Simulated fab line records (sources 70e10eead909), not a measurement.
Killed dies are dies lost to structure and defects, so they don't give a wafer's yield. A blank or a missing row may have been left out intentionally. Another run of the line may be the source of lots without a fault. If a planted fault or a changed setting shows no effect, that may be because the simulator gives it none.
Chamber matching	flow nand_harc	rie_diel-12 running NHARC_A_CHANNEL_HOLE_D1_DESCUM_15: 4 sister chambers
The step chemistry O2, time 3 s. 18 wafers are shown with their chamber, then 9 later ones without.

== WAFERS, EACH WITH ITS CHAMBER ==
wafer	chamber	showerhead_plenum_p_Torr (Torr)	oes_product_au (a.u.)	throttle_valve_pct (%)
L074.2	3	1.87	0.998	11.303
L074.3	1	1.81	1.001	11.301
L074.4	2	2.03	0.992	11.306
L074.1	0	1.95	1.009	11.317
L074.5	2	2.03	0.993	11.317
L074.6	1	1.81	1.007	11.304
L078.2	2	2.03	0.988	11.328
L078.3	3	1.87	1.009	11.309
L078.6	3	1.87	1.005	11.306
L078.1	0	1.94	0.997	11.300
L078.4	1	1.81	0.997	11.315
L078.5	2	2.03	0.986	11.307
L081.2	0	1.94	0.997	11.314
L081.3	3	1.87	1.008	11.313
L081.4	2	2.03	1.004	11.304
L089.2	3	1.87	1.011	11.315
L089.3	2	2.03	1.001	11.309
L089.6	0	1.94	1.008	11.333

SIGNATURES (averages over the wafers above)
reading	chamber 0	chamber 1	chamber 2	chamber 3	scatter within a chamber
showerhead_plenum_p_Torr	1.9425	1.8100	2.0300	1.8700	0.00231
oes_product_au	1.00275	1.00167	0.99400	1.00620	0.00621
throttle_valve_pct	11.31600	11.30667	11.31183	11.30920	0.00914
Rule: a wafer lies at a distance from a chamber equal to the root of the sum of squares, over the readings, of (its reading less the chamber's mean, divided by the reading's scatter). The wafer belongs to the nearest chamber; if the next one is less than 2 further off, it can't be placed. The scatter is the square root of a quotient: the sum, over the shown wafers, of each reading's squared deviation from its chamber's mean, divided by wafers minus chambers.

== WAFERS WITHOUT THEIR CHAMBER ==
wafer	showerhead_plenum_p_Torr (Torr)	oes_product_au (a.u.)	throttle_valve_pct (%)
L092.2	1.94	0.998	11.322
L092.5	1.87	1.005	11.324
L092.6	1.94	0.999	11.312
L094.1	1.81	1.019	11.302
L094.5	1.87	1.010	11.302
L094.6	1.94	1.014	11.309
L097.3	2.03	1.005	11.296
L097.4	1.94	1.005	11.310
L097.6	2.02	0.993	11.324

== CHAMBER TAKEN BY EACH ==
wafer	from the rows above	in truth
L092.2	0	0
L092.5	3	3
L092.6	0	0
L094.1	1	1
L094.5	3	3
L094.6	0	0
L097.3	2	2
L097.4	0	0
L097.6	2	2
Correct placement for 9 of the 9. From these rows, 0 cannot be placed. Placed wrongly: 0.
